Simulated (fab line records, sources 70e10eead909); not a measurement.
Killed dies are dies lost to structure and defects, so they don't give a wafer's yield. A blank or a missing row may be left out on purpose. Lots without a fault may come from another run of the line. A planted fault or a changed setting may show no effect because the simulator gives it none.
A struck lot beside a sound one | flow nand_harc | 16 steps out of a route of 1302
Sound: wafers L505.2, L505.5, L505.6. Struck: wafers L514.2, L514.4, L514.6. The cause comes at the end.
At each step with rows: each side's tool, then ch and its chambers, then its first start. Under that, the readings that differ: sound wafers | struck wafers | difference of the means | sigmas: that difference in standard deviations of wafers without a fault.
alike: readings whose means differ by less than 2 such deviations, and words and numbers that are the same on both sides. not compared: withheld readings, readings that some wafer has no value for, bounds like >300 that may hide the same value, and numbers for which the record gives no deviation and whose values overlap.
The two part at a step that has a row with sigmas, a row that says differs or no value, or rows on one side only. Numbers that don't overlap but have no deviation are shown without sigmas and don't part them. A reading that every wafer of one side lacks parts them only if that side has two wafers or more.

first, 1 step without rows for these wafers: NHARC_A_DECK1_JOINT_SRD_15.
NHARC_A_DECK1_JOINT_DEP_16: deposits SiO2, target thk 45 nm.
  sound on pecvd-03 ch 0,1,2, day 14 17:46; struck on pecvd-03 ch 0,2, day 18 05:28
  alike: heater_power_w, throttle_valve_pct
NHARC_A_DECK1_JOINT_THK_MEAS_17: measures by ellipsometry.
  sound on film_metro-02, day 14 18:01; struck on film_metro-01, day 18 05:43
  alike: thk_nm
NHARC_A_DECK1_JOINT_INSPECT_05:
  sound on defect_inspect-01, day 14 18:04; struck on defect_inspect-02, day 18 05:46
  alike: raw_defect_count
then, 1 step without rows for these wafers: NHARC_A_ONON_D2_DEP_00 (target thk 1000 nm).
NHARC_A_ONON_D2_THK_MEAS_02: measures by ellipsometry.
  sound on film_metro-01, day 14 18:38; struck on film_metro-01, day 18 06:20
  alike: thk_nm
then, 1 step without rows for these wafers: NHARC_A_ONON_D2_DEP_03 (target thk 1000 nm).
NHARC_A_ONON_D2_THK_MEAS_05: measures by ellipsometry.
  sound on film_metro-01, day 14 19:12; struck on film_metro-01, day 18 06:55
  alike: thk_nm
then, 1 step without rows for these wafers: NHARC_A_ONON_D2_DEP_06 (target thk 1000 nm).
NHARC_A_ONON_D2_THK_MEAS_08: measures by ellipsometry.
  sound on film_metro-01, day 14 19:46; struck on film_metro-02, day 18 07:29
  reading     | sound       | struck         | difference | sigmas
  thk_nm (nm) | 993 993 994 | 1017 1018 1019 | +25        | +2
then, 1 step without rows for these wafers: NHARC_A_ONON_D2_DEP_09 (target thk 1000 nm).
NHARC_A_ONON_D2_THK_MEAS_11: measures by ellipsometry.
  sound on film_metro-01, day 14 20:20; struck on film_metro-02, day 18 08:03
  alike: thk_nm
NHARC_A_ONON_D2_DEP_12: target thk 1000 nm.
  sound on pecvd_onon-01 ch 0, day 14 20:27; struck on pecvd_onon-01 ch 0, day 18 08:10
  alike: nh3_flow_sccm
NHARC_A_ONON_D2_THK_MEAS_14: measures by ellipsometry.
  sound on film_metro-01, day 14 20:55; struck on film_metro-02, day 18 08:37
  reading     | sound       | struck      | difference | sigmas
  thk_nm (nm) | 995 997 995 | 554 555 554 | -441       | -46
then, 1 step without rows for these wafers: NHARC_A_ONON_D2_ANNEAL_15 (time 3600 s).
-- the record jumps here: 12 days lie between the struck wafers' starts before and after (it left off in module A_ONON_D2 and takes up again in module END, whose first step shown is number 1302 of the route) --
NHARC_END_SORT_01:
  the record has rows for the struck wafers here (prober-01 ch 0, day 30 09:46) and none for the sound ones

WHERE THEY PART
First at NHARC_A_ONON_D2_THK_MEAS_08; last, within this record, at NHARC_END_SORT_01.

WHY: what the simulator had put in
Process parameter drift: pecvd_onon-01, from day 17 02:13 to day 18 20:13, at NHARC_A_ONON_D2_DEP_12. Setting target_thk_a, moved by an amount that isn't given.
